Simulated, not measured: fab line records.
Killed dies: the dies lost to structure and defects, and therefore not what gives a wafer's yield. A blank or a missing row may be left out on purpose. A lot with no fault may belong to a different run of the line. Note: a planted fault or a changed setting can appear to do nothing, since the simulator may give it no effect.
fab line records	flow n5_finfet
[record] lots = 4	wafers = 12	last_day = 17
route steps=1938 shown STI_FIN_REVEAL@187 DUMMY_GATE@212 BEOL_M4@1111 PASSIVATION@1936
lots that met no fault: taken from a fault-free run of the same line
start_h: the number of hours between the record's first day and the start of the first shown wafer of the lot	wait_h: time in hours since the lot's previous step	" repeats the value in the row above	L1.1+2: several wafers, shown together as one row	- value missing, or start not given	* or withheld: withheld	< > ~ a bound
route shown NAME@n: a module of which the file shows steps, and the number in the route of the first	usual: the fault-free wafers' mean and standard deviation	same: alike in all rows	chamber/n: place in a boat	sites: readings site by site	_std_site: standard deviation across them	_edge_site: mean of outer sites minus mean of inner sites	radius_mm: how far each site lies from the wafer's centre	mask NAME#n: copy n	behind: the most recent tool/chamber to have shaped the wafer	hold: the reason the lot was held/the length of the hold in hours/how it ended	device: the n, p or np transistor that did not switch	end of line: the route-end tests of the same wafers	step lacking rows: just its recipe	killed: the dies lost at the first sort to structure and to defects; this is not the yield of the wafer	map: shows each die of a wafer: x if killed, . if not, _ if none is there
set.NAME: the run value of the setting; set.NAME@STEP: its run value at that earlier step	model.NAME: the simulator's own value behind a step, which no gauge read
lots at selected steps of the route; one table per step, one row per wafer
[[steps]]
[step N5_STI_FIN_REVEAL_CMP_04]
[recipe] stop_on = Si3N4	t_overpolish_s = 4	down_force_psi = 2	platen_rpm = 54.18	post_cmp_clean = alkaline_brush	pad_velocity_m_s = 1.078	target_thk_nm = 131.83
[step N5_STI_FIN_REVEAL_DENSIFY_30]
[recipe] temp_c = *	time_s = *	ambient = N2	idle_temp_c = 600	ramp_up_c_per_s = 150	ramp_down_c_per_s = 60	cool_to_c = 600
[step N5_STI_FIN_REVEAL_ETCHBACK_08]
[recipe] chemistry = C4F6/O2	target = SiO2	target_depth_a = 305	time_s = 10.167	ion_energy_ev = 250	pressure_mtorr = 30	source_w = 345	bias_w = 185	Ar_flow_sccm = 300	C4F6_flow_sccm = 10	O2_flow_sccm = 10
[step N5_STI_FIN_REVEAL_STRIP_24]
[recipe] chemistry = N2/H2	time_s = 90	power_w = 100	temp_c = 40	pressure_mtorr = 100	rf_frequency_hz = 6e+07	bias_power_w = 3	n2_flow_sccm = 300	h2_flow_sccm = 300
[step N5_STI_FIN_REVEAL_PRECLEAN_25]
[recipe] chemistry = SPM	time_s = 90	temp_c = 120	mix = 4:1
[step N5_STI_FIN_REVEAL_PRECLEAN_26]
[recipe] chemistry = SC1	time_s = 45	temp_c = 46	mix = 1:2:100
[step N5_STI_FIN_REVEAL_PRECLEAN_29]
[recipe] chemistry = DHF	time_s = 30	temp_c = 25	dilution = 300:1
[step N5_STI_FIN_REVEAL_SRD_12]
[recipe] time_s = 30	temp_c = 23	rinse_liquid = diw	dry = ipa_marangoni
[step N5_STI_FIN_REVEAL_RECESS_09]
[recipe] chemistry = HF/NH3	target = SiO2	afs_cycles = 11	target_depth_a = 425	temp_c = 30	sublimation_temp_c = 180	sublimation_time_s = 60
[step N5_STI_FIN_REVEAL_STRIP_16]
[recipe] chemistry = H3PO4	material = SiNx	temp_c = 165	target_depth_a = 238	overetch_fraction = 0.4964	dry = ipa_marangoni
[step N5_STI_FIN_REVEAL_PRECLEAN_17]
[recipe] chemistry = NF3:NH3	afs_cycles = 1	temp_c = 30	time_s = 20	sublimation_temp_c = 180	sublimation_time_s = 60	pressure_torr = 3	rf_power_w = 30
[step N5_STI_FIN_REVEAL_ETCH_34]
[recipe] chemistry = H2	mode = isotropic	material = Si	target = Si	target_depth_a = 9.7	temp_c = 20	pressure_mtorr = 4.5	icp_w = 300	bias_w = 0	h2_flow_sccm = 7.5	he_flow_sccm = 142.5
[usual] bias_w = 0/0	chamber_pressure_mTorr = 4.500/0.0044	drypump_motor_current_A = 5.6/0.57	he_flow_sccm = 142.6/0.42	oes_product_au = 1.002/0.016	throttle_valve_pct = 26.0/0.47
lot.wafer	tool	chamber	start_h	wait_h	bias_w	chamber_pressure_mTorr	drypump_motor_current_A	he_flow_sccm	oes_product_au	rf_hours_counter_h	throttle_valve_pct
L899.3	rie_si-03	0	120.30	0.1	-	-	-	-	-	-	-
L899.4	"	1	"	"	-	-	-	-	-	-	-
L899.6	"	1	"	"	-	-	-	-	-	-	-
L900.1	rie_si-03	0	126.47	0.2	-	-	-	-	-	-	-
L900.2	"	1	"	"	-	-	-	-	-	-	-
L900.4	"	2	"	"	-	-	-	-	-	-	-
L901.2	rie_si-03	3	131.49	0.1	0	4.494	6.0	142.5	0.982	20	26.6
L901.3	"	1	"	"	0	4.495	6.1	143.0	0.976	6	25.9
L901.6	"	2	"	"	0	4.500	5.0	142.5	0.981	-	26.2
L905.1	rie_si-04	1	158.11	0.3	0	4.504	5.8	142.5	1.019	32	25.6
L905.2	"	2	"	"	0	4.503	4.7	142.5	0.990	139	27.1
L905.5	"	1	"	"	0	4.497	5.8	142.7	1.003	-	25.6
[step N5_STI_FIN_REVEAL_OXIDATION_31]
[recipe] chemistry = O2_PLASMA_REMOTE	temp_c = 150	time_s = 20	pressure_mtorr = 1000	source_power_w = 2000	o2_flow_sccm = 3000
[step N5_STI_FIN_REVEAL_PRECLEAN_32]
[recipe] chemistry = NF3:NH3	afs_cycles = 1	temp_c = 30	time_s = 20	sublimation_temp_c = 180	sublimation_time_s = 60	pressure_torr = 3	rf_power_w = 30
[step N5_STI_FIN_REVEAL_STRIP_35]
[recipe] chemistry = H3PO4	material = Si3N4	temp_c = 165	target_depth_a = 40	time_s = 39
[step N5_STI_FIN_REVEAL_SRD_21]
[recipe] dry = ipa_marangoni	time_s = 30	temp_c = 23	rinse_liquid = diw
[step N5_STI_FIN_REVEAL_OXIDATION_33]
[recipe] chemistry = O2_PLASMA_REMOTE	temp_c = 150	time_s = 20	pressure_mtorr = 1000	source_power_w = 2000	o2_flow_sccm = 3000
[step N5_STI_FIN_REVEAL_CLEAN_19]
[recipe] chemistry = O3/DIW	temp_c = 25	time_s = 120	o3_ppm = 10
[step N5_STI_FIN_REVEAL_SRD_23]
[recipe] dry = ipa_marangoni	time_s = 30	temp_c = 23	rinse_liquid = diw
[step N5_STI_FIN_REVEAL_CD_MEAS_22]
[recipe] target_cd_nm = 6.238	pitch_nm = 28	polarity = line
[usual] cd_nm = 6.3/0.3
lot.wafer	tool	chamber	start_h	wait_h	cd_nm
L899.3	cd_sem-03	-	120.88	0.0	8.2
L899.4	"	-	"	"	8.4
L899.6	"	-	"	"	8.1
L900.1	cd_sem-03	-	127.06	0.0	7.9
L900.2	"	-	"	"	8.0
L900.4	"	-	"	"	8.1
L901.2	cd_sem-01	-	132.07	0.0	6.5
L901.3	"	-	"	"	5.7
L901.6	"	-	"	"	6.2
L905.1	cd_sem-02	-	158.69	0.0	5.8
L905.2	"	-	"	"	6.1
L905.5	"	-	"	"	6.4
[step N5_STI_FIN_REVEAL_PRECLEAN_18]
[recipe] chemistry = SC2	time_s = 45	temp_c = 35	mix = 1:1:50
[step N5_STI_FIN_REVEAL_SRD_28]
[recipe] dry = ipa_marangoni	time_s = 30	temp_c = 23	rinse_liquid = diw
[step N5_DUMMY_GATE_PRECLEAN_00]
[recipe] chemistry = O3/DIW	time_s = 60	temp_c = 22	o3_ppm = 10
[step N5_DUMMY_GATE_SRD_01]
[recipe] time_s = 30	temp_c = 23	rinse_liquid = diw	dry = ipa_marangoni
[step N5_DUMMY_GATE_ALD_02]
[recipe] material = SiO2	target_thk_a = 20	temp_c = 300	ald_precursor_family = BDEAS	ald_co_reactant = O2-plasma	pulse_time_s = 1	pressure_torr = 2
[step N5_DUMMY_GATE_CVD_03]
[recipe] material = a-Si	target_thk_a = 1500	temp_c = 530	precursor = SiH4	time_s = 8042
[step N5_DUMMY_GATE_PRECLEAN_46]
[recipe] chemistry = DIW	time_s = 89.5	temp_c = 23
[step N5_DUMMY_GATE_SRD_47]
[recipe] dry_time_s = 32	dry = n2_spin	spin_rpm = 1500
[step N5_DUMMY_GATE_CMP_04]
[recipe] material = a-Si	post_cmp_clean = alkaline_brush
[step N5_DUMMY_GATE_HM_DEP_06]
[recipe] material = SiNx	target_thk_a = 800	precursor = DCS/NH3	temp_c = 700	pressure_mtorr = 300	time_s = 5141
[step N5_DUMMY_GATE_PECVD_30]
[recipe] material = SiO2	target_thk_a = 550	temp_c = 400	precursor = TEOS/O2	pressure_torr = 6.5	rf_w = withheld	teos_flow_sccm = withheld	gas = O2	flow_sccm = 2650	time_s = 10.8
[step N5_DUMMY_GATE_COAT_34]
[recipe] resist = SOC	temp_c = 250	time_s = 60	spin_rpm = 1500	resist_thk_nm = 60
[step N5_DUMMY_GATE_COAT_35]
[recipe] resist = SiARC	temp_c = 220	time_s = 60	spin_rpm = 1500	resist_thk_nm = 10
[step N5_DUMMY_GATE_COAT_28]
[recipe] resist = underlayer	temp_c = 205	time_s = 60	spin_rpm = 1500	resist_thk_nm = 10
[step N5_DUMMY_GATE_COAT_09]
[recipe] resist = CAR-EUV	spin_rpm = 1500	resist_thk_nm = 30
[step N5_DUMMY_GATE_EBR_11]
[recipe] solvent = PGMEA	ebr_width_mm = 1.5
[step N5_DUMMY_GATE_SOFTBAKE_10]
[recipe] temp_c = 110	time_s = 60	resist = CAR-EUV
[step N5_DUMMY_GATE_EXPOSE_12]
[recipe] mask_id = GATE	na = 0.33	source_shape = annular	sigma_inner = 0.2	sigma_outer = 0.6	polarization = unpolarized	target_cd_nm = 25	dose_mj = 34
[step N5_BEOL_M4_RC_MEAS_101]
[usual] DIBL_N = 37.0/2.3	DIBL_P = 37.3/2.8	IOFF_N = 0.17/0.046	IOFF_N_85C = 3.3/0.74	IOFF_N_LIN = 0.078/0.017	IOFF_N_LONG = 5.49e-05/2.5e-06	IOFF_P = 0.23/0.054	IOFF_P_85C = 3.8/0.76	IOFF_P_LIN = 0.102/0.018	IOFF_P_LONG = 9.9e-05/9.7e-06	ION_N = 675/14	ION_P = 460/9.3	REXT_N = 74.9/1.9	REXT_P = 99.4/2.7	SS_N = 71.7/0.73	SS_P = 73.6/0.95	VT_N = 249/3.9	VT_N_LONG = 274.9/2.1	VT_N_LVT = 98/3.9	VT_P = -250/3.9	VT_P_LONG = -277/3.7	VT_P_LVT = -99/3.7
lot.wafer	tool	chamber	start_h	wait_h	DIBL_N[mV/V]	DIBL_P[mV/V]	IOFF_N[nA/um]	IOFF_N_85C[nA/um]	IOFF_N_LIN[nA/um]	IOFF_N_LONG[nA/um]	IOFF_P[nA/um]	IOFF_P_85C[nA/um]	IOFF_P_LIN[nA/um]	IOFF_P_LONG[nA/um]	ION_N[uA/um]	ION_P[uA/um]	REXT_N[ohm.um]	REXT_P[ohm.um]	SS_N[mV/dec]	SS_P[mV/dec]	VT_N[mV]	VT_N_LONG[mV]	VT_N_LVT[mV]	VT_P[mV]	VT_P_LONG[mV]	VT_P_LVT[mV]
L900.1	prober-01	0	275.30	0.0	49.0	53.8	0.76	12.0	0.359	9.08e-05	0.73	10.1	0.334	0.000139	759	501	66.6	91.3	73.9	77.1	224	256.4	73	-237	-268	-81
L900.2	"	0	"	"	47.8	51.9	0.74	11.8	0.360	9.44e-05	0.67	9.3	0.313	0.000138	777	508	66.5	91.4	73.6	76.9	223	255.7	71	-237	-268	-82
L900.4	"	0	"	"	49.5	53.4	0.83	12.9	0.383	9.56e-05	0.70	9.7	0.322	0.000132	774	508	67.0	92.7	74.6	77.2	222	255.5	70	-236	-267	-82
L899.3	prober-01	0	281.14	0.3	49.5	52.4	0.93	13.7	0.378	8.76e-05	0.81	11.1	0.361	0.000137	754	501	66.0	90.1	74.8	78.0	223	255.6	69	-234	-265	-81
L899.4	"	0	"	"	47.1	50.9	0.70	10.8	0.330	8.76e-05	0.74	10.1	0.344	0.000143	769	513	66.1	89.0	74.2	76.4	222	257.6	70	-230	-264	-81
L899.6	"	0	"	"	50.4	53.4	0.91	13.3	0.363	8.78e-05	0.82	11.2	0.359	0.000142	751	492	66.5	89.3	75.7	77.9	224	260.0	72	-233	-263	-81
L901.2	prober-01	0	285.61	0.2	40.2	41.3	0.24	4.3	0.097	5.24e-05	0.26	4.4	0.113	9.5e-05	686	463	76.0	100.1	73.7	74.5	244	277.6	95	-249	-281	-98
L901.3	"	0	"	"	33.0	33.5	0.11	2.2	0.052	5.3e-05	0.15	2.7	0.077	9.6e-05	662	449	75.4	99.3	71.2	71.2	254	275.8	104	-256	-277	-105
L901.6	"	0	"	"	35.6	37.4	0.15	2.9	0.070	5.27e-05	0.20	3.5	0.096	9.7e-05	683	464	75.9	98.1	71.9	72.9	251	276.0	100	-250	-278	-102
L905.1	prober-01	0	301.78	0.0	34.9	34.2	0.13	2.6	0.057	5.29e-05	0.16	2.9	0.078	9.6e-05	656	450	72.4	100.8	71.0	71.9	256	274.8	103	-255	-280	-103
L905.2	"	0	"	"	36.4	37.6	0.16	3.1	0.074	5.32e-05	0.20	3.6	0.093	9.2e-05	681	464	73.1	101.8	71.2	73.6	252	276.0	99	-253	-277	-100
L905.5	"	0	"	"	33.0	33.7	0.11	2.4	0.057	5.11e-05	0.16	2.8	0.079	9.6e-05	664	457	73.6	102.6	70.9	72.2	255	275.2	102	-254	-277	-104
[step N5_PASSIVATION_PROBE_49]
[usual] defect_limited_yield = 91.5/1.3	killed_at_M0_to_M3 = 36/10	killed_at_M4_up = 13/4.7	killed_at_contacts = 13/6.7	killed_at_front_end = 37/9.7	killed_at_other = 2.6/2.3	killed_dies = 101/15	killed_open = 67/12	killed_short = 32/6.7	sort_bin_4_leakage = 0.0/0.31	sort_bin_5_function = 5.0/0.89	sort_bin_6_memory = 3.2/0.63	sort_n_pass = 1079/16	sort_yield_pct = 91.4/1.4
[same] gross_dies = 1180	killed_at_back_side = 0	sort_bin_8_speed[%] = 0
lot.wafer	tool	chamber	start_h	wait_h	defect_limited_yield[%]	killed_at_M0_to_M3	killed_at_M4_up	killed_at_contacts	killed_at_front_end	killed_at_other	killed_dies	killed_open	killed_short	sort_bin_4_leakage[%]	sort_bin_5_function[%]	sort_bin_6_memory[%]	sort_n_pass	sort_yield_pct[%]
L900.1	prober-01	-	383.11	0.0	93.3	19	9	24	20	7	79	44	35	93.3	4.2	2.5	0	0
L900.2	prober-01	-	383.16	0.1	90.8	36	9	24	31	8	108	68	40	90.7	4.8	4.0	2	0.2
L900.4	prober-01	-	383.26	0.2	91.2	20	13	33	33	5	104	79	24	91.2	5.1	3.3	0	0
L899.3	prober-01	-	386.76	0.1	88.2	52	16	23	46	2	139	96	41	88.2	6.6	4.7	0	0
L899.4	prober-01	-	386.81	0.2	89.7	44	8	17	53	0	122	81	41	89.2	6.5	3.4	5	0.4
L899.6	prober-01	-	386.91	0.3	92.4	37	11	11	30	1	90	60	24	92.4	3.8	3.2	0	0
L901.2	prober-01	-	398.66	0.1	92.2	35	10	12	32	3	92	56	30	0	3.7	3.4	1088	92.2
L901.3	prober-01	-	398.71	0.1	90.3	60	21	4	27	3	115	74	40	0	5.7	3.6	1065	90.3
L901.6	prober-01	-	398.86	0.3	93.1	45	10	5	20	1	81	51	28	0	3.8	2.8	1099	93.1
L905.1	prober-02	-	404.37	0.0	93.5	21	11	7	36	2	77	51	24	0	3.8	2.5	1103	93.5
L905.5	prober-02	-	404.57	0.2	91.5	20	15	5	57	3	100	69	30	0	5.3	2.9	1080	91.5
// killed by level:class
L900.1 MOL_CONTACT_COAG:geometric_particle:open=16 MOL_CONTACT_COAG:geometric_particle:short=8 FIN_SAQP:geometric_particle:short=6 BEOL_M0_SAQP:geometric_particle:open=5 FIN_SAQP:geometric_particle:open=3 STI_FIN_REVEAL:geometric_particle:short=3 BEOL_M0_SAQP:geometric_particle:short=3 BEOL_M3:geometric_particle:open=3
L900.2 MOL_CONTACT_COAG:geometric_particle:open=17 FIN_SAQP:geometric_particle:open=13 FIN_SAQP:geometric_particle:short=10 MOL_CONTACT_COAG:geometric_particle:short=7 BEOL_M0_SAQP:geometric_particle:open=7 BEOL_M3:geometric_particle:open=7 BEOL_M0_SAQP:geometric_particle:short=6 BEOL_M2:geometric_particle:open=6
L900.4 MOL_CONTACT_COAG:geometric_particle:open=30 FIN_SAQP:geometric_particle:open=12 FIN_SAQP:geometric_particle:short=9 BEOL_M1:geometric_particle:open=8 BEOL_M4:geometric_particle:open=8 BEOL_M3:geometric_particle:open=6 BEOL_M6:geometric_particle:open=4 PASS1_CAP:geometric_particle:short=4
L899.3 MOL_CONTACT_COAG:geometric_particle:open=21 STI_FIN_REVEAL:geometric_particle:open=12 BEOL_M0_SAQP:geometric_particle:open=12 BEOL_M0_SAQP:geometric_particle:short=8 BEOL_M1:geometric_particle:open=8 BEOL_M2:geometric_particle:open=8 FIN_SAQP:geometric_particle:open=7 FIN_SAQP:geometric_particle:short=7
L899.4 BEOL_M0_SAQP:geometric_particle:open=13 BEOL_M0_SAQP:geometric_particle:short=13 FIN_SAQP:geometric_particle:short=12 FIN_SAQP:geometric_particle:open=12 STI_FIN_REVEAL:geometric_particle:open=12 MOL_CONTACT_COAG:geometric_particle:open=11 MOL_CONTACT_COAG:geometric_particle:short=6 BEOL_M1:geometric_particle:open=6
L899.6 MOL_CONTACT_COAG:geometric_particle:open=9 BEOL_M0_SAQP:geometric_particle:open=9 BEOL_M0_SAQP:geometric_particle:short=8 BEOL_M3:geometric_particle:open=7 STI_FIN_REVEAL:geometric_particle:open=6 HKMG_FIN:area_etch=5 BEOL_M0:geometric_particle:open=4 BEOL_M2:geometric_particle:open=4
L901.2 BEOL_M0_SAQP:geometric_particle:short=13 MOL_CONTACT_COAG:geometric_particle:open=11 BEOL_M0_SAQP:geometric_particle:open=9 FIN_SAQP:geometric_particle:short=7 FIN_SAQP:geometric_particle:open=6 STI_FIN_REVEAL:geometric_particle:open=5 HKMG_FIN:area_etch=5 BEOL_M1:geometric_particle:open=4
L901.3 BEOL_M0_SAQP:geometric_particle:open=19 BEOL_M0_SAQP:geometric_particle:short=17 BEOL_M2:geometric_particle:open=13 BEOL_M4:geometric_particle:open=9 STARTING-WAFER:geometric_particle:short=7 GATE_CUT:geometric_particle:open=6 GATE_CUT:geometric_particle:short=5 MOL_CONTACT_COAG:geometric_particle:open=4
L901.6 BEOL_M0_SAQP:geometric_particle:short=16 BEOL_M0_SAQP:geometric_particle:open=13 BEOL_M2:geometric_particle:open=8 FIN_SAQP:geometric_particle:open=5 BEOL_M3:geometric_particle:open=5 STI_FIN_REVEAL:geometric_particle:open=3 MOL_CONTACT_COAG:geometric_particle:open=3 BEOL_M4:geometric_particle:open=3
L905.1 BEOL_M2:geometric_particle:open=11 STI_FIN_REVEAL:geometric_particle:open=7 FIN_SAQP:geometric_particle:open=6 DUMMY_GATE:geometric_particle:open=5 GATE_CUT:geometric_particle:open=5 GATE_CUT:geometric_particle:short=5 MOL_CONTACT_COAG:geometric_particle:open=5 STARTING-WAFER:geometric_particle:short=4
L905.5 FIN_SAQP:geometric_particle:open=13 STI_FIN_REVEAL:geometric_particle:open=11 FIN_SAQP:geometric_particle:short=9 BEOL_M2:geometric_particle:open=9 DUMMY_GATE:geometric_particle:open=7 BEOL_M4:geometric_particle:open=6 GATE_CUT:geometric_particle:open=5 BEOL_M2:geometric_particle:short=4
// map L899.3 (x killed, . not)
_________________x.x.x..x....________________
______________.x......x..x.....x_____________
___________x.x.....x...x.x.x...x..x__________
__________............x........x...._________
________.....................x...x...x_______
_______.....x...x...x....x....x.x.x....______
______..x........................x......_____
_____...............xx..x................____
____.........x..x...x..............x....xx___
___.................................x......__
___..x.x..................x................__
__........................x...x....x........_
__x...x..x...x.................x............_
_........................x...................
_.x.x.........x.......x...xx......x..x.x.....
_......x.......x.x.................x..x.....x
_x...............x............x..x........x..
_...............................x........xx..
_...x.........x.........x..xx................
_...............x......xx.........x..........
_..............x.x.........x......x.........x
__....................x..x..............x..._
__x........................x.....xx........._
___.....x...................x.....xx......x__
___....x.......................xx..x..x..x.__
____............xx..x.....................___
_____xxx..x....x............x........x...____
______....x.......x......x.x............_____
_______...x...............x.....x......______
________...............x.....x....x..._______
__________................xx.......x_________
___________..x..x.x................__________
______________x.x....x.........x_____________
_________________.x......x...________________
// map L900.2 (x killed, . not)
_________________...x..x..x..________________
______________........x......x.._____________
___________x........x..............__________
__________..x..........x......x.x..._________
________...x.................x......x._______
_______...................x............______
______................x......x.........._____
_____...........x....x..x..x..x.x.x......____
____.x.x.........x..............x...x.....___
___.................................x......__
___.........x........x.............x..x....__
__x..................................x......_
__x......x.................................._
_...............x..........x....xx...x......x
_..........x....x......x.....................
_.x......x.......x.x.......................x.
_..................x..........x..............
_.............................x......x.......
_.............xx................x.x........x.
_...x.......x...............x.x.x....x.......
_.......................x.............xx....x
__....................................x....._
__..........x......xx................x..x..._
___x..........x..........x...............xx__
___..........x..............xx.........xx..__
____....x.........x.......................___
_____.x..x...............................____
______x........x..............xx..x....._____
_______..x........................x....______
________...........x.......x......xx.._______
__________............x............x_________
___________.x......................__________
______________..x....x.........._____________
_________________...x........________________
[[key]]
[first_sign] step = N5_STI_FIN_REVEAL_ETCH_34	reading = tool_record	direction = missing
[effect] step = N5_STI_FIN_REVEAL_CD_MEAS_22	reading = cd_nm	direction = up	sigmas = 6	usual = 6.3	struck = 8.1
[effect] step = N5_BEOL_M4_RC_MEAS_101	reading = IOFF_N_LIN	direction = up	sigmas = 17	usual = 0.078	struck = 0.362
[effect] step = N5_BEOL_M4_RC_MEAS_101	reading = IOFF_N_LONG	direction = up	sigmas = 14	usual = 5.49e-05	struck = 9.06e-05
[effect] step = N5_BEOL_M4_RC_MEAS_101	reading = IOFF_N	direction = up	sigmas = 14	usual = 0.17	struck = 0.81
[effect] step = N5_BEOL_M4_RC_MEAS_101	reading = IOFF_P_LIN	direction = up	sigmas = 13	usual = 0.102	struck = 0.339
[effect] step = N5_BEOL_M4_RC_MEAS_101	reading = IOFF_N_85C	direction = up	sigmas = 12	usual = 3.3	struck = 12.4
[effect] step = N5_BEOL_M4_RC_MEAS_101	reading = IOFF_P	direction = up	sigmas = 9.6	usual = 0.23	struck = 0.74
[effect] step = N5_BEOL_M4_RC_MEAS_101	reading = VT_N_LONG	direction = down	sigmas = 8.7	usual = 274.9	struck = 256.8
[effect] step = N5_BEOL_M4_RC_MEAS_101	reading = IOFF_P_85C	direction = up	sigmas = 8.4	usual = 3.8	struck = 10.3
[effect] step = N5_BEOL_M4_RC_MEAS_101	reading = VT_N_LVT	direction = down	sigmas = 6.9	usual = 98	struck = 71
[effect] step = N5_BEOL_M4_RC_MEAS_101	reading = VT_N	direction = down	sigmas = 6.7	usual = 249	struck = 223
[effect] step = N5_BEOL_M4_RC_MEAS_101	reading = ION_N	direction = up	sigmas = 6.2	usual = 675	struck = 764
[effect] step = N5_BEOL_M4_RC_MEAS_101	reading = DIBL_P	direction = up	sigmas = 5.5	usual = 37.3	struck = 52.6
[effect] step = N5_PASSIVATION_PROBE_49	reading = sort_bin_4_leakage	direction = up	sigmas = 99+	usual = 0.0	struck = 90.8
met_at N5_STI_FIN_REVEAL_ETCH_34
struck_wafers L899.3,L899.4,L899.6,L900.1,L900.2,L900.4
[fault] kind = skipped_step_whole	tool = rie_si-03	chamber = -	onset_h = 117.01	steps = N5_STI_FIN_REVEAL_ETCH_34	scope = struck_lots_only
